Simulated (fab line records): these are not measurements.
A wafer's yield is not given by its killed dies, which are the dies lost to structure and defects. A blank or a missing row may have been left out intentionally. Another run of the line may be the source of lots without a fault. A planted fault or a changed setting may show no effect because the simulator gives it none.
Matching of chambers	flow n5_finfet	N5_BEOL_M13_ETCH_67 on rie_diel-02: 4 sister chambers
The step etches SiARC in CF4, target depth 143 nm, time 238.3 s. 16 wafers are shown with their chamber, then 8 later ones without.

WAFERS, EACH WITH ITS CHAMBER
wafer	chamber	showerhead_plenum_p_Torr (Torr)	throttle_valve_pct (%)	drypump_motor_current_A (A)
L077.4	0	2.26	15.1	6.8
L077.5	2	1.98	15.7	6.7
L077.6	3	2.04	16.1	6.2
L082.1	3	2.04	16.1	6.2
L082.3	0	2.26	15.1	6.8
L082.4	3	2.04	16.1	6.2
L083.1	2	1.98	15.7	6.6
L083.4	3	2.04	16.1	6.2
L083.6	0	2.26	15.1	6.8
L089.1	1	2.21	15.6	5.6
L089.3	3	2.04	16.1	6.2
L089.6	3	2.04	16.1	6.2
L091.1	3	2.04	16.1	6.2
L091.3	0	2.25	15.2	6.8
L091.4	1	2.21	15.6	5.5
L094.2	3	2.03	16.1	6.2

SIGNATURES, as means of the wafers listed above
reading	chamber 0	chamber 1	chamber 2	chamber 3	scatter within a chamber
showerhead_plenum_p_Torr	2.2575	2.2100	1.9800	2.0387	0.00368
throttle_valve_pct	15.125	15.600	15.700	16.100	0.025
drypump_motor_current_A	6.800	5.550	6.650	6.200	0.0289
Rule: a wafer lies at a distance from a chamber equal to the root of the sum of squares, over the readings, of (its reading less the chamber's mean, divided by the reading's scatter). If the next closest chamber is less than 2 further off than the closest, the wafer can't be placed; otherwise it belongs to the closest. How the scatter is found: for the shown wafers, subtract from each reading the mean of its chamber, square and add these, divide the total by (wafers less chambers), then take the root.

WAFERS WITHOUT THEIR CHAMBER
wafer	showerhead_plenum_p_Torr (Torr)	throttle_valve_pct (%)	drypump_motor_current_A (A)
L094.5	2.03	16.2	6.2
L094.6	2.25	15.2	6.7
L093.1	2.25	15.2	6.8
L093.2	1.97	15.7	6.7
L093.6	2.03	16.2	6.2
L096.1	2.25	15.2	6.8
L096.2	2.03	16.2	6.2
L096.6	2.20	15.7	5.5

CHAMBER TAKEN BY EACH
wafer	from the rows above	in truth
L094.5	3	3
L094.6	0	0
L093.1	0	0
L093.2	2	2
L093.6	3	3
L096.1	0	0
L096.2	3	3
L096.6	1	1
Correctly placed: 8 of 8. Left unplaced by these rows: 0. Number placed wrongly: 0.
